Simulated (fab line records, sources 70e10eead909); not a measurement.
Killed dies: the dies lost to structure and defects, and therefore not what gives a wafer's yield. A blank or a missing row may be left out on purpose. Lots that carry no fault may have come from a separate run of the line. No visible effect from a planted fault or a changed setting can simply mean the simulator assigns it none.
fab line records	flow nand-harc	part 1 of 2: steps 1 to 4 of 6
record: lots: 22	wafers: 66	last-day: 25
route steps=1159 shown P_BONDPAD@386 A_ZERO_WELL@404 A_CHANNEL_HOLE_D1@463 A_CHANNEL_FILL_D1@496
lots that met no fault: taken from a fault-free run of the same line
start-h: start of the lot's first displayed wafer, in hours after the record's first day	wait-h: time in hours since the lot's previous step	" unchanged from the row above	L1.1+2: a row that stands for several wafers	- no value, or no start was given	* or withheld: withheld	< > ~ a bound
route shown NAME@n: NAME is a module with steps in the file, n the number in the route of the first one	usual: mean/standard deviation of fault-free wafers	same: alike in all rows	chamber/n: place in a boat	sites: the reading at each site	_std_site: standard deviation across them	_edge_site: mean of outer sites minus mean of inner sites	radius-mm: how far each site lies from the wafer's centre	mask NAME#n: copy n	behind: the tool/chamber that last shaped the wafer	hold: cause of the lot's hold/its duration in hours/its outcome	device: whichever transistor did not switch (one of n, p or np)	end of line: tests run on the same wafers once the route is complete	a step given without rows: its recipe and nothing more	killed: at the first sort, the dies lost to defects and structure; wafer yield is something else	map: the dies of a wafer, with x for killed, . for not killed, _ for no die there
set.NAME: the run value of the setting; set.NAME@STEP: its run value at that earlier step	model.NAME: the simulator's own value behind a step, which no gauge read
steps of the route over a sample of lots; a table a step, a row a wafer
services: a tool's chamber out of use, with start hour (start-h, from the record's first day; less than 0 if before it), hours out, and reason
== steps ==
step: NHARC_P_BONDPAD_ACTIVATE_29
recipe: time-s: 60	n2-flow-sccm: 200	ar-flow-sccm: 0	bias-power-w: 0	chemistry: N2
usual: drypump-motor-current-A: 5.5/0.38	oes-product-au: 1.001/0.012	rf-vpp-V: 64.0/0.89	showerhead-plenum-p-Torr: 1.75/0.059
same: time-s: 60
lot.wafer	tool	chamber	start-h	wait-h	drypump-motor-current-A	oes-product-au	rf-hours-counter-h	rf-vpp-V	showerhead-plenum-p-Torr
L074.2	rie-diel-10	0	132.35	0.1	5.7	1.023	13	62.8	1.67
L074.1	"	1	"	"	5.6	0.994	11	64.6	1.78
L074.6	"	1	"	"	5.6	0.997	-	63.8	1.78
L075.2	rie-diel-10	2	137.06	0.1	5.0	0.987	13	63.8	1.73
L075.4	"	0	"	"	5.7	1.019	13	63.7	1.67
L075.5	"	2	"	"	5.0	1.001	-	64.6	1.73
L077.2	rie-diel-10	0	149.13	0.1	5.7	1.020	14	63.1	1.67
L077.4	"	3	"	"	5.4	1.000	14	64.0	1.80
L077.6	"	1	"	"	5.6	1.003	-	63.9	1.78
L078.4	rie-diel-10	2	153.40	0.1	5.0	0.997	14	63.1	1.73
L078.2	"	3	"	"	5.4	0.996	14	63.9	1.80
L078.1	"	1	"	"	5.7	1.014	13	65.2	1.78
L079.1	rie-diel-10	0	166.72	0.1	5.7	1.026	16	63.6	1.67
L079.3	"	3	"	"	5.4	1.003	16	64.2	1.80
L079.6	"	1	"	"	5.7	0.998	-	65.6	1.78
L080.1	rie-diel-10	3	170.88	0.1	5.4	0.992	16	64.3	1.80
L080.6	"	2	"	"	5.0	0.994	-	62.7	1.73
L080.5	"	3	"	"	5.4	1.000	-	63.0	1.80
L081.4	rie-diel-10	1	171.49	0.1	5.6	0.993	14	64.6	1.78
L081.2	"	3	"	"	5.4	0.995	16	63.1	1.80
L081.5	"	1	"	"	5.6	0.994	-	64.5	1.78
L082.4	rie-diel-13	2	184.58	0.1	5.2	0.996	26	64.4	1.91
L082.3	"	0	"	"	5.9	0.993	25	63.7	1.77
L082.1	"	1	"	"	5.8	1.002	27	63.7	1.69
L084.2	rie-diel-04	3	189.52	0.1	5.6	1.029	23	63.5	1.67
L084.1	"	0	"	"	6.7	1.001	24	64.5	1.81
L084.6	"	0	"	"	6.7	0.998	-	65.8	1.81
L083.3	rie-diel-13	1	192.00	0.1	5.8	0.992	27	64.4	1.69
L083.2	"	2	"	"	5.2	1.000	27	66.0	1.91
L083.4	"	3	"	"	6.1	0.995	22	64.0	1.65
L085.1	rie-diel-10	2	194.63	0.1	4.9	1.007	1	63.8	1.73
L085.6	"	0	"	"	5.7	1.009	-	63.7	1.66
L085.5	"	1	"	"	5.6	0.997	-	63.0	1.78
L086.2	rie-diel-10	1	210.69	0.1	5.6	0.990	1	63.6	1.78
L086.1	"	2	"	"	5.0	1.001	2	64.1	1.73
L086.4	"	0	"	"	5.7	1.019	2	62.2	1.66
L087.4	rie-diel-10	2	211.46	0.1	5.0	1.011	2	63.6	1.73
L087.3	"	3	"	"	5.4	0.998	2	63.3	1.80
L087.2	"	0	"	"	5.7	1.024	2	62.2	1.66
L088.3	rie-diel-10	1	222.76	0.1	5.6	0.986	3	64.8	1.78
L088.1	"	2	"	"	5.0	1.009	4	64.2	1.73
L088.4	"	1	"	"	5.7	0.979	-	65.6	1.78
L089.2	rie-diel-10	1	223.35	0.1	5.6	0.981	3	63.1	1.78
L089.6	"	2	"	"	5.0	1.009	-	63.9	1.73
L089.4	"	3	"	"	5.4	0.991	-	63.0	1.80
L091.1	rie-diel-10	1	233.36	0.1	5.6	0.998	4	62.4	1.78
L091.3	"	2	"	"	5.0	1.011	5	62.2	1.73
L091.5	"	2	"	"	5.0	1.019	-	62.2	1.73
L092.4	rie-diel-04	1	234.17	0.1	4.7	1.004	44	62.7	1.77
L092.2	"	3	"	"	5.6	1.026	42	63.3	1.66
L092.5	"	2	"	"	5.6	1.010	-	63.4	1.80
L094.1	rie-diel-10	0	256.12	0.1	5.7	1.005	5	62.2	1.66
L094.3	"	3	"	"	5.4	0.998	7	65.1	1.79
L094.5	"	0	"	"	5.7	1.005	-	64.3	1.66
L093.3	rie-diel-10	3	257.18	0.1	5.4	0.997	7	64.2	1.79
L093.2	"	0	"	"	5.7	1.007	5	63.0	1.66
L093.5	"	2	"	"	5.0	1.004	-	63.3	1.73
L096.1	rie-diel-13	2	259.85	0.1	5.2	1.009	52	64.4	1.90
L096.6	"	0	"	"	5.9	0.995	-	62.6	1.76
L096.5	"	1	"	"	5.8	0.999	-	64.5	1.68
L095.4	rie-diel-10	2	260.15	0.1	5.0	0.986	7	64.4	1.73
L095.1	"	3	"	"	5.4	0.988	7	63.2	1.79
L095.6	"	1	"	"	5.7	0.986	-	64.5	1.78
L097.4	rie-diel-10	0	273.37	0.1	5.7	1.015	6	63.2	1.66
L097.2	"	3	"	"	5.4	0.996	8	64.1	1.79
L097.5	"	0	"	"	5.7	1.013	-	63.3	1.66
step: NHARC_A_ZERO_WELL_ETCH_19
recipe: target-depth-a: 800	overetch-a: 240	time-s: 87.88	ion-energy-ev: 200	n2-flow-sccm: 150	h2-flow-sccm: 150	ar-flow-sccm: 0	rf-w: 400	bias-w: 150	chemistry: N2/H2
usual: drypump-motor-current-A: 5.8/0.33	oes-product-au: 0.995/0.015	rf-vpp-V: 431.2/2.4	showerhead-plenum-p-Torr: 2.07/0.083	throttle-valve-pct: 14.171/0.0079
same: time-s: 87.88
lot.wafer	tool	chamber	start-h	wait-h	drypump-motor-current-A	oes-product-au	rf-hours-counter-h	rf-vpp-V	showerhead-plenum-p-Torr	throttle-valve-pct
L074.1	rie-diel-01	1	133.84	0.1	5.4	0.996	9	431.5	2.09	14.163
L074.2	"	2	"	"	6.0	0.958	10	433.4	2.17	14.168
L074.6	"	2	"	"	6.0	0.973	-	434.5	2.17	14.181
L075.4	rie-diel-12	3	138.41	0.1	5.1	0.989	7	426.6	1.90	14.166
L075.2	"	0	"	"	5.9	1.004	7	430.5	2.06	14.169
L075.5	"	3	"	"	5.1	0.987	-	425.9	1.90	14.165
L077.2	rie-diel-02	0	150.62	0.1	5.9	1.019	19	434.7	2.16	14.179
L077.4	"	1	"	"	6.5	0.985	17	427.9	1.98	14.173
L077.6	"	0	"	"	5.9	1.020	-	433.4	2.16	14.184
L078.4	rie-diel-12	3	154.90	0.1	5.1	0.979	8	425.2	1.90	14.173
L078.1	"	0	"	"	6.0	1.008	8	431.5	2.06	14.175
L078.2	"	1	"	"	5.7	0.996	8	429.5	2.05	14.173
L079.3	rie-diel-01	0	168.22	0.1	6.1	1.003	2	432.8	2.14	14.155
L079.1	"	2	"	"	6.0	0.958	1	433.4	2.17	14.179
L079.6	"	0	"	"	6.1	1.000	-	431.8	2.14	14.177
L080.1	rie-diel-12	3	172.36	0.1	5.1	0.977	11	425.7	1.90	14.172
L080.6	"	2	"	"	5.5	0.974	-	429.1	1.99	14.166
L080.5	"	3	"	"	5.1	0.981	-	425.8	1.90	14.158
L081.4	rie-diel-01	3	172.98	0.1	5.8	0.993	2	429.9	2.03	14.163
L081.2	"	2	"	"	6.0	0.980	1	433.4	2.17	14.162
L081.5	"	3	"	"	5.8	0.991	-	431.7	2.03	14.166
L082.4	rie-diel-02	2	186.06	0.1	5.9	0.998	2	434.8	2.18	14.179
L082.1	"	3	"	"	5.8	1.017	2	431.7	2.06	14.170
L082.3	"	1	"	"	6.5	0.968	2	428.7	1.98	14.170
L084.2	rie-diel-12	1	191.03	0.1	5.6	1.000	10	430.9	2.05	14.181
L084.1	"	2	"	"	5.5	0.985	11	429.3	1.98	14.166
L084.6	"	0	"	"	6.0	1.011	-	431.6	2.06	14.161
L083.4	rie-diel-02	0	193.36	0.1	5.9	1.013	3	435.2	2.16	14.168
L083.3	"	2	"	"	5.9	1.000	3	433.9	2.18	14.178
L083.2	"	3	"	"	5.8	1.023	3	430.7	2.06	14.164
L085.1	rie-diel-12	2	196.16	0.1	5.6	0.989	11	429.9	1.98	14.163
L085.6	"	1	"	"	5.6	0.993	-	430.1	2.05	14.162
L085.5	"	2	"	"	5.6	0.992	-	429.7	1.98	14.179
L086.2	rie-diel-02	3	212.18	0.1	5.8	1.011	5	429.8	2.06	14.181
L086.4	"	0	"	"	6.0	1.010	6	434.5	2.16	14.166
L086.1	"	1	"	"	6.5	0.987	6	428.9	1.98	14.184
L087.2	rie-diel-02	2	212.95	0.1	5.9	0.980	5	434.2	2.18	14.179
L087.3	"	3	"	"	5.8	1.017	5	432.0	2.06	14.176
L087.4	"	0	"	"	5.9	1.006	6	434.9	2.16	14.181
L088.1	rie-diel-12	0	224.27	0.1	5.9	1.020	0	432.1	2.06	14.162
L088.4	"	2	"	"	5.5	0.979	0	430.6	1.98	14.167
L088.3	"	3	"	"	5.1	0.983	0	426.8	1.89	14.155
L089.4	rie-diel-01	0	224.87	0.1	6.1	1.009	6	433.4	2.14	14.178
L089.2	"	2	"	"	6.0	0.980	4	433.2	2.17	14.161
L089.6	"	0	"	"	6.1	0.994	-	431.8	2.14	14.161
L091.3	rie-diel-01	3	234.88	0.1	5.9	0.997	7	430.5	2.03	14.158
L091.1	"	0	"	"	6.1	1.005	7	431.6	2.14	14.175
L091.5	"	2	"	"	6.0	0.988	-	434.4	2.17	14.173
L092.4	rie-diel-01	2	235.62	0.1	6.1	0.969	5	433.0	2.17	14.169
L092.2	"	3	"	"	5.9	0.984	7	431.8	2.03	14.188
L092.5	"	1	"	"	5.4	0.991	-	432.5	2.09	14.171
L094.3	rie-diel-01	3	257.62	0.1	5.9	0.976	9	431.3	2.03	14.181
L094.1	"	1	"	"	5.4	0.993	8	431.7	2.09	14.173
L094.5	"	2	"	"	6.0	0.972	-	433.6	2.17	14.175
L093.2	rie-diel-01	0	258.54	0.1	6.1	0.997	9	432.8	2.14	14.171
L093.3	"	2	"	"	6.0	0.973	7	432.6	2.17	14.173
L093.5	"	1	"	"	5.4	0.995	-	431.8	2.09	14.169
L096.1	rie-diel-12	1	261.37	0.1	5.7	1.015	4	430.1	2.05	14.176
L096.5	"	2	"	"	5.5	0.990	-	429.1	1.98	14.174
L096.6	"	1	"	"	5.7	1.018	-	430.5	2.05	14.186
L095.1	rie-diel-02	3	261.65	0.1	5.8	0.997	9	429.7	2.06	14.181
L095.4	"	1	"	"	6.5	0.985	10	428.3	1.98	14.180
L095.6	"	0	"	"	5.9	1.013	-	433.9	2.16	14.165
L097.4	rie-diel-02	3	274.86	0.1	5.8	0.999	9	431.0	2.05	14.170
L097.2	"	1	"	"	6.5	0.998	11	428.9	1.98	14.173
L097.5	"	3	"	"	5.8	1.008	-	430.9	2.06	14.175
step: NHARC_A_CHANNEL_HOLE_D1_OVL_MEAS_11
usual: overlay-x-nm: -0.2/0.78	overlay-y-nm: -0.1/0.64
lot.wafer	tool	chamber	start-h	wait-h	overlay-x-nm	overlay-y-nm
L074.1	overlay-02	-	170.98	-	-0.3	-0.5
L074.2	"	-	"	"	-0.4	0.0
L074.6	"	-	"	"	-0.5	0.3
L075.2	overlay-01	-	183.77	-	0.1	-0.5
L075.4	"	-	"	"	-0.1	0.1
L075.5	"	-	"	"	-0.5	0.2
L077.2	overlay-01	-	188.48	-	0.1	-0.7
L077.4	"	-	"	"	-0.2	-0.9
L077.6	"	-	"	"	0.1	-0.4
L078.1	overlay-02	-	196.39	-	0.6	0.2
L078.2	"	-	"	"	0.4	-0.1
L078.4	"	-	"	"	-0.1	-0.2
L079.1	overlay-01	-	205.73	-	-0.1	0.0
L079.3	"	-	"	"	-0.6	-0.4
L079.6	"	-	"	"	-0.6	0.4
L081.2	overlay-01	-	212.65	-	1.1	0.3
L081.4	"	-	"	"	0.4	0.3
L081.5	"	-	"	"	0.9	0.0
L080.1	overlay-01	-	212.81	-	0.3	-1.3
L080.5	"	-	"	"	0.3	-1.4
L080.6	"	-	"	"	0.5	-1.0
L082.1	overlay-01	-	229.05	-	-0.1	1.5
L082.3	"	-	"	"	0.0	1.1
L082.4	"	-	"	"	0.0	1.0
L084.1	overlay-02	-	230.83	-	0.2	-0.6
L084.2	"	-	"	"	0.1	-0.6
L084.6	"	-	"	"	-0.1	-0.5
L083.2	overlay-02	-	231.01	-	0.3	-0.5
L083.3	"	-	"	"	0.3	-0.7
L083.4	"	-	"	"	0.5	-0.7
L085.1	overlay-01	-	239.85	-	1.1	0.2
L085.5	"	-	"	"	1.1	-0.2
L085.6	"	-	"	"	1.1	-0.1
L087.2	overlay-02	-	254.57	-	0.4	-0.4
L087.3	"	-	"	"	0.3	-0.1
L087.4	"	-	"	"	-0.1	-0.3
L086.1	overlay-02	-	255.35	-	-1.3	0.3
L086.2	"	-	"	"	-1.0	-0.3
L086.4	"	-	"	"	-1.4	-0.4
L089.2	overlay-01	-	261.31	-	-1.3	0.1
L089.4	"	-	"	"	-0.9	-0.1
L089.6	"	-	"	"	-1.3	-0.3
L088.1	overlay-01	-	261.92	-	-0.9	-0.1
L088.3	"	-	"	"	-0.9	-0.4
L088.4	"	-	"	"	-1.0	0.3
L091.1	overlay-01	-	270.43	-	-1.3	-0.5
L091.3	"	-	"	"	-0.5	0.3
L091.5	"	-	"	"	-0.7	0.0
L092.2	overlay-02	-	270.92	-	-1.7	0.4
L092.4	"	-	"	"	-1.4	0.5
L092.5	"	-	"	"	-1.5	-0.1
L093.2	overlay-01	-	297.06	-	-1.1	-0.3
L093.3	"	-	"	"	-1.1	-0.4
L093.5	"	-	"	"	-0.6	-0.5
L094.1	overlay-02	-	297.39	-	1.3	-0.4
L094.3	"	-	"	"	0.8	0.4
L094.5	"	-	"	"	1.3	0.0
L095.1	overlay-02	-	303.91	-	-0.5	-0.2
L095.4	"	-	"	"	-0.4	0.1
L095.6	"	-	"	"	-0.4	0.0
L096.1	overlay-02	-	304.31	-	-0.7	-0.8
L096.5	"	-	"	"	-0.9	-0.9
L096.6	"	-	"	"	-0.6	-0.7
L097.2	overlay-01	-	323.30	-	-0.1	1.1
L097.4	"	-	"	"	-0.2	1.0
L097.5	"	-	"	"	-0.1	1.3
step: NHARC_A_CHANNEL_HOLE_D1_ETCH_22
recipe: bias-v: 3000	source-w: withheld	pressure-mtorr: 20	time-s: 666.7	ar-flow-sccm: 375	c4f8-flow-sccm: 89.3	o2-flow-sccm: 35.7	temp-c: -20	target-depth-a: 16000	chemistry: C4F8/O2/Ar
usual: drypump-motor-current-A: 5.5/0.48	o2-flow-sccm: 35.71/0.12	showerhead-plenum-p-Torr: 3.807/0.012	throttle-valve-pct: 32.155/0.0088
same: time-s: 666.7
lot.wafer	tool	chamber	start-h	wait-h	drypump-motor-current-A	o2-flow-sccm	rf-hours-counter-h	showerhead-plenum-p-Torr	throttle-valve-pct
L074.2	har-etch-02	1	173.13	0.4	5.0	35.67	92	3.821	32.160
L074.1	"	0	"	"	5.5	35.84	92	3.832	32.168
L074.6	"	1	"	"	5.0	35.85	-	3.821	32.148
L075.2	har-etch-02	1	186.21	0.4	5.0	35.68	97	3.818	32.155
L075.4	"	1	"	"	5.0	35.84	-	3.818	32.151
L075.5	"	1	"	"	5.0	35.79	-	3.817	32.160
L077.2	har-etch-01	0	190.72	0.4	5.3	35.71	198	3.821	32.138
L077.4	"	0	"	"	5.3	35.57	-	3.821	32.170
L077.6	"	0	"	"	5.3	35.61	-	3.821	32.158
L078.1	har-etch-02	1	198.52	0.4	5.0	35.87	105	3.813	32.168
L078.2	"	0	"	"	5.5	35.45	105	3.824	32.167
L078.4	"	0	"	"	5.5	35.62	-	3.824	32.156
L079.1	har-etch-02	1	207.88	0.4	5.0	35.49	111	3.810	32.145
L079.3	"	1	"	"	5.0	35.69	-	3.810	32.153
L079.6	"	0	"	"	5.5	35.74	-	3.821	32.157
L080.1	har-etch-01	1	214.96	0.4	6.4	35.61	205	3.817	32.155
L080.6	"	1	"	"	6.4	35.69	-	3.817	32.163
L080.5	"	0	"	"	5.3	35.67	-	3.817	32.171
L081.2	har-etch-02	0	215.01	0.4	5.6	35.73	116	3.818	32.154
L081.4	"	0	"	"	5.5	35.94	-	3.817	32.154
L081.5	"	1	"	"	5.0	35.61	-	3.807	32.156
L082.1	har-etch-02	1	231.30	0.4	5.0	35.77	121	3.804	32.133
L082.4	"	0	"	"	5.6	35.60	-	3.815	32.159
L082.3	"	1	"	"	5.0	35.70	-	3.804	32.151
L084.2	har-etch-01	0	232.98	0.4	5.3	35.74	209	3.815	32.163
L084.1	"	1	"	"	6.4	35.60	209	3.816	32.170
L084.6	"	0	"	"	5.3	35.64	-	3.815	32.161
L083.2	har-etch-02	1	235.47	0.4	5.0	35.97	125	3.801	32.148
L083.3	"	0	"	"	5.5	35.75	-	3.812	32.151
L083.4	"	1	"	"	5.0	35.84	-	3.802	32.164
L085.1	har-etch-01	0	242.11	0.4	5.3	35.66	212	3.813	32.155
L085.6	"	1	"	"	6.4	35.50	-	3.813	32.161
L085.5	"	0	"	"	5.3	35.70	-	3.813	32.167
L087.2	har-etch-02	1	256.83	0.4	5.0	35.81	137	3.795	32.148
L087.3	"	0	"	"	5.6	35.53	-	3.807	32.151
L087.4	"	1	"	"	5.0	35.81	-	3.795	32.147
L086.2	har-etch-01	1	257.50	0.4	6.4	35.72	221	3.809	32.140
L086.1	"	0	"	"	5.3	35.83	221	3.808	32.153
L086.4	"	1	"	"	6.4	35.84	-	3.808	32.144
L089.2	har-etch-02	1	263.47	0.4	5.0	35.99	141	3.793	32.144
L089.4	"	0	"	"	5.5	35.74	-	3.804	32.158
L089.6	"	1	"	"	5.0	35.85	-	3.794	32.170
L088.1	har-etch-01	1	264.30	0.4	6.4	35.73	225	3.806	32.157
L088.3	"	1	"	"	6.4	35.79	-	3.806	32.144
L088.4	"	0	"	"	5.3	35.64	-	3.806	32.161
L091.1	har-etch-01	1	272.69	0.4	6.4	35.62	229	3.804	32.151
L091.3	"	0	"	"	5.3	35.60	-	3.804	32.134
L091.5	"	0	"	"	5.3	35.74	-	3.804	32.173
L092.2	har-etch-02	1	276.65	0.4	5.0	35.74	148	3.789	32.160
L092.4	"	1	"	"	5.0	35.83	-	3.789	32.144
L092.5	"	1	"	"	5.0	35.72	-	3.789	32.154
L093.2	har-etch-01	0	299.31	0.4	5.3	35.60	236	3.800	32.150
L093.3	"	0	"	"	5.3	35.61	-	3.800	32.163
L093.5	"	1	"	"	6.4	35.93	-	3.800	32.151
L094.1	har-etch-02	1	299.74	0.4	5.0	35.49	155	3.785	32.153
L094.3	"	0	"	"	5.5	35.75	-	3.796	32.162
L094.5	"	0	"	"	5.5	35.82	-	3.796	32.169
L095.1	har-etch-02	0	306.36	0.4	5.6	35.75	159	3.794	32.157
L095.4	"	0	"	"	5.5	35.58	-	3.794	32.154
L095.6	"	1	"	"	5.0	35.72	-	3.783	32.168
L096.1	har-etch-02	1	310.54	0.4	5.0	35.88	163	3.781	32.141
L096.6	"	0	"	"	5.5	35.78	-	3.792	32.171
L096.5	"	1	"	"	5.0	35.72	-	3.781	32.161
L097.2	har-etch-01	0	325.61	0.4	5.3	35.57	2	3.797	32.154
L097.4	"	0	"	"	5.3	35.66	-	3.797	32.147
L097.5	"	0	"	"	5.3	35.88	-	3.797	32.151
